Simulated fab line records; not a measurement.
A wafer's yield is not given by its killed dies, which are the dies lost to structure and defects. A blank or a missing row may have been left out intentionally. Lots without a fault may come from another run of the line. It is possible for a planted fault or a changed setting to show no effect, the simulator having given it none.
Matching of chambers / flow nandHarc / NHARC_A_STAIRCASE_TRIM_196 on rieDiel-07 has 4 sister chambers
The step chemistry O2, time 211.2 s. 4 wafers are shown with their chamber, then 9 later ones without.

## WAFERS, EACH WITH ITS CHAMBER
wafer=L087.3; chamber=0; drypumpMotorCurrentA (A)=5.1
wafer=L089.2; chamber=1; drypumpMotorCurrentA (A)=6.3
wafer=L089.3; chamber=2; drypumpMotorCurrentA (A)=5.8
wafer=L089.4; chamber=3; drypumpMotorCurrentA (A)=6.1

## WAFERS WITH NO CHAMBER GIVEN
wafer=L090.4; drypumpMotorCurrentA (A)=6.3
wafer=L090.5; drypumpMotorCurrentA (A)=5.1
wafer=L090.6; drypumpMotorCurrentA (A)=6.3
wafer=L092.3; drypumpMotorCurrentA (A)=6.0
wafer=L092.4; drypumpMotorCurrentA (A)=5.7
wafer=L092.5; drypumpMotorCurrentA (A)=6.0
wafer=L096.2; drypumpMotorCurrentA (A)=6.0
wafer=L096.4; drypumpMotorCurrentA (A)=5.1
wafer=L096.5; drypumpMotorCurrentA (A)=6.0

## EACH ONE'S CHAMBER
wafer=L090.4; from the rows above=1; in truth=1
wafer=L090.5; from the rows above=0; in truth=0
wafer=L090.6; from the rows above=1; in truth=1
wafer=L092.3; from the rows above=can't be placed: 3 or 2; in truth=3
wafer=L092.4; from the rows above=2; in truth=2
wafer=L092.5; from the rows above=can't be placed: 3 or 2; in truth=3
wafer=L096.2; from the rows above=can't be placed: 3 or 2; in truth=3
wafer=L096.4; from the rows above=0; in truth=0
wafer=L096.5; from the rows above=can't be placed: 3 or 2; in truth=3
Correct placement for 5 of the 9. Unplaceable from these rows: 4, with the true chamber sitting among the candidates in 4. Placed wrongly: 0.
How it was worked out, from the rows above alone: a wafer's distance from a chamber is the root of the sum, over the readings, of the square of ((its reading less the chamber's mean) divided by the reading's scatter). If the next closest chamber is less than 2 further off than the closest, the wafer can't be placed; otherwise it belongs to the closest. Each chamber's mean is taken over the wafers shown for it. The scatter: with one shown wafer a chamber, the root of the mean of the squares of how far each hidden wafer lies from its nearest shown one.
